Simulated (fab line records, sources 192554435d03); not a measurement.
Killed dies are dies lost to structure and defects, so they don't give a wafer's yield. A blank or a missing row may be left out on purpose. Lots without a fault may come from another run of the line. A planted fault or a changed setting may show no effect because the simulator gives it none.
Which tool did it? | flow n5_finfet | 10 lots, 30 wafers sampled, at 5 steps of a route of 1938

WHAT THE GAUGES READ, wafer by wafer
N5_BEOL_M13_OCD_MEAS_35. Usual: trench_depth_nm 411 nm, standard deviation 5.7.
lot  | measured     | on     | trench_depth_nm (nm) | flag
L392 | day 12 22:56 | ocd-01 | 418 413 415          |
L391 | day 13 00:20 | ocd-02 | 409 404 403          |
L394 | day 13 03:32 | ocd-02 | 423 406 404          |
L395 | day 13 11:29 | ocd-01 | 419 419 419          |
L399 | day 14 17:17 | ocd-01 | 415 416 414          |
L400 | day 14 22:01 | ocd-01 | 416 404 405          |
L409 | day 17 08:31 | ocd-01 | 413 408 419          |
L411 | day 17 15:40 | ocd-02 | 416 417 406          |
L410 | day 17 17:14 | ocd-02 | 400 398 404          |
L414 | day 18 09:58 | ocd-01 | 405 401 402          |

N5_BEOL_M14_THK_MEAS_01. Usual: M14_ILD_THK 1120 nm, standard deviation 15.
lot  | measured     | on            | M14_ILD_THK (nm) | flag
L392 | day 13 03:07 | film_metro-02 | 1108 1087 1126   |
L391 | day 13 03:40 | film_metro-01 | 1125 1123 1153   |
L394 | day 13 07:51 | film_metro-02 | 1109 1132 1132   |
L395 | day 13 18:41 | film_metro-02 | 1127 1127 1124   |
L399 | day 14 21:58 | film_metro-01 | 1098 1122 1113   |
L400 | day 15 02:01 | film_metro-01 | 1112 1120 1116   |
L409 | day 17 11:41 | film_metro-02 | 1115 1108 1113   |
L411 | day 17 23:55 | film_metro-02 | 1133 1129 1124   |
L410 | day 18 01:27 | film_metro-01 | 1081 1192 1120   |
L414 | day 18 13:10 | film_metro-01 | 1082 1185 1107   |

WHICH TOOL RAN EACH LOT (tool, then ch and the chambers of the sampled wafers, then the start)
lot  | N5_BEOL_M13_ETCH_68                | N5_BEOL_M13_CMP_49            | N5_BEOL_M14_ILD_DEP_00
L392 | rie_diel-02 ch 0,2,3, day 12 22:32 | cmp-02 ch 1,2,3, day 13 02:26 | pecvd-04 ch 1,2, day 13 02:55
L391 | rie_diel-02 ch 0,2, day 12 23:56   | cmp-03 ch 0,1,2, day 13 02:59 | pecvd-01 ch 1,2, day 13 03:29
L394 | rie_diel-06 ch 0,1, day 13 03:08   | cmp-03 ch 0,1,2, day 13 07:05 | pecvd-01 ch 0,2, day 13 07:35
L395 | rie_diel-04 ch 0,1, day 13 11:05   | cmp-03 ch 0,2,3, day 13 18:00 | pecvd-04 ch 0,2, day 13 18:29
L399 | rie_diel-04 ch 0,1,3, day 14 16:53 | cmp-02 ch 2,3, day 14 21:17   | pecvd-04 ch 0,2, day 14 21:46
L400 | rie_diel-06 ch 0,3, day 14 21:26   | cmp-02 ch 0,2,3, day 15 01:25 | pecvd-01 ch 0,1,2, day 15 01:49
L409 | rie_diel-04 ch 0,2,3, day 17 08:07 | cmp-02 ch 1,2,3, day 17 11:03 | pecvd-01 ch 0,2, day 17 11:29
L411 | rie_diel-06 ch 0,2, day 17 15:16   | cmp-01 ch 1,2,3, day 17 23:09 | pecvd-04 ch 0,2, day 17 23:43
L410 | rie_diel-06 ch 2,3, day 17 16:51   | cmp-01 ch 0,2,3, day 18 00:51 | pecvd-01 ch 0,1, day 18 01:16
L414 | rie_diel-02 ch 2, day 18 09:23     | cmp-02 ch 1,3, day 18 12:29   | pecvd-01 ch 0,1, day 18 12:59
- N5_BEOL_M13_ETCH_68: etches SOC in N2/H2, time 355 s.
- N5_BEOL_M13_CMP_49: polishes, stops on SiOC, t overpolish 17.1 s, target thk 420 nm.
- N5_BEOL_M14_ILD_DEP_00: deposits SiO2 from TEOS/O2, target thk 1119.3 nm, time 237.4 s.

WHAT THE TOOLS THEMSELVES READ (means of the sampled wafers that have a number; where no wafer has one, the mark that the record gives instead)
N5_BEOL_M13_ETCH_68. Usual: chamber_pressure_mTorr 30.00 mTorr, standard deviation 0.031; drypump_motor_current_A 5.9 A, standard deviation 0.61; oes_product_au 0.77 a.u., standard deviation 0.07; rf_vpp_V 523.1 V, standard deviation 2.3; showerhead_plenum_p_Torr 2.51 Torr, standard deviation 0.085; throttle_valve_pct 17.82 %, standard deviation 0.22.
lot  | tool        | chamber_pressure_mTorr (mTorr) | drypump_motor_current_A (A) | oes_product_au (a.u.) | rf_vpp_V (V) | showerhead_plenum_p_Torr (Torr) | throttle_valve_pct (%) | flag
L392 | rie_diel-02 | 30.01                          | 6.2                         | 0.80                  | 521.8        | 2.50                            | 17.89                  |
L391 | rie_diel-02 | 30.00                          | 6.1                         | 0.79                  | 523.6        | 2.50                            | 17.67                  |
L394 | rie_diel-06 | 29.99                          | 6.2                         | 0.75                  | 525.8        | 2.62                            | 18.04                  |
L395 | rie_diel-04 | 29.99                          | 5.4                         | 0.85                  | 523.5        | 2.53                            | 17.77                  |
L399 | rie_diel-04 | 30.00                          | 5.6                         | 0.81                  | 522.2        | 2.48                            | 17.82                  |
L400 | rie_diel-06 | 30.00                          | 5.4                         | 0.75                  | 523.4        | 2.55                            | 17.86                  |
L409 | rie_diel-04 | 29.98                          | 5.6                         | 0.85                  | 523.7        | 2.52                            | 17.68                  |
L411 | rie_diel-06 | 29.96                          | 6.2                         | 0.77                  | 523.0        | 2.52                            | 17.84                  |
L410 | rie_diel-06 | 30.01                          | 5.5                         | 0.70                  | 520.6        | 2.45                            | 18.00                  |
L414 | rie_diel-02 | 30.00                          | 6.5                         | 0.74                  | 521.3        | 2.44                            | 17.74                  |

N5_BEOL_M13_CMP_49. Usual: barrier_field_endpoint_s 30.3 s, standard deviation 0.8; clearing_platen_rpm 50.004 rpm, standard deviation 0.027; motor_current_A 6.0 A, standard deviation 0.52; overpolish_run_s 17.101 s, standard deviation 0.0092; slurry_flow_ml_min 150.0, standard deviation 0.45.
lot  | tool   | barrier_field_endpoint_s (s) | clearing_platen_rpm (rpm) | motor_current_A (A) | overpolish_run_s (s) | slurry_flow_ml_min | flag
L392 | cmp-02 | 30.7                         | 49.995                    | 6.0                 | 17.098               | 150.0              |
L391 | cmp-03 | 30.0                         | 50.004                    | 5.7                 | 17.095               | 149.8              |
L394 | cmp-03 | 29.6                         | 49.994                    | 5.5                 | 17.098               | 149.8              |
L395 | cmp-03 | 29.9                         | 50.032                    | 5.7                 | 17.098               | 149.8              |
L399 | cmp-02 | 29.9                         | 49.993                    | 6.0                 | 17.106               | 150.8              |
L400 | cmp-02 | 29.1                         | 50.026                    | 6.4                 | 17.102               | 150.0              |
L409 | cmp-02 | 30.8                         | 50.008                    | 6.1                 | 17.099               | 150.3              |
L411 | cmp-01 | 30.3                         | 50.007                    | 6.0                 | 17.100               | 150.0              |
L410 | cmp-01 | 30.1                         | 49.991                    | 6.2                 | 17.096               | 150.1              |
L414 | cmp-02 | 29.8                         | 50.016                    | 6.0                 | 17.095               | 150.3              |

N5_BEOL_M14_ILD_DEP_00. Usual: heater_power_w 525 W, standard deviation 69; showerhead_plenum_p_Torr 8.34 Torr, standard deviation 0.041; susceptor_temp_C 399.99 C, standard deviation 0.21; throttle_valve_pct 18.3 %, standard deviation 0.99.
lot  | tool     | heater_power_w (W) | showerhead_plenum_p_Torr (Torr) | susceptor_temp_C (C) | throttle_valve_pct (%) | flag
L392 | pecvd-04 | 519                | 8.29                            | 399.70               | 18.4                   |
L391 | pecvd-01 | 525                | 8.35                            | 400.01               | 17.2                   |
L394 | pecvd-01 | 473                | 8.37                            | 399.93               | 17.8                   |
L395 | pecvd-04 | 555                | 8.29                            | 400.00               | 18.0                   |
L399 | pecvd-04 | 628                | 8.32                            | 399.92               | 18.5                   |
L400 | pecvd-01 | 522                | 8.35                            | 400.22               | 17.5                   |
L409 | pecvd-01 | 521                | 8.38                            | 399.86               | 17.9                   |
L411 | pecvd-04 | 561                | 8.30                            | 399.99               | 18.3                   |
L410 | pecvd-01 | 472                | 8.36                            | 396.55               | 18.1                   | OFF
L414 | pecvd-01 | 476                | 8.35                            | 396.62               | 17.9                   | OFF

THE ANSWER, worked out from the rows above alone
Rule: a lot is off if the mean of its wafers that have a number lies more than 3 standard deviations from the usual mean. A lot without any number at a reading at which 4 lots or more have one is off too. The other lots that the step has rows for count as sound. The gauges are gone through in route order, then the tools' own readings, and for those a lot's mean is taken as printed above. The first step at which some lot is off is used, and at that step the reading that is off furthest; a lot without a number counts as furthest.
Off: L410, L414, at N5_BEOL_M14_ILD_DEP_00 (susceptor_temp_C).
A tool fits if, at that step or a process step before it, it ran every lot that is off, and no sound lot after the first of them. One fits: pecvd-01 at N5_BEOL_M14_ILD_DEP_00. Its last sound lot is L409 (day 17 11:29), its first lot that is off L410 (day 18 01:16): a fault that began between those two fits.
The tool's own readings at N5_BEOL_M14_ILD_DEP_00 bear it out: on the lots that are off they differ by more than 5 times the standard deviation of the sound lots' means. susceptor_temp_C reads 396.59 C there against 399.95 C on the sound lots.

WHAT THE SIMULATOR HAD PUT IN
Process parameter drift: pecvd-01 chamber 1, from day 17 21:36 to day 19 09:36, at N5_BEOL_M14_ILD_DEP_00. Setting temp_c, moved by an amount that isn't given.
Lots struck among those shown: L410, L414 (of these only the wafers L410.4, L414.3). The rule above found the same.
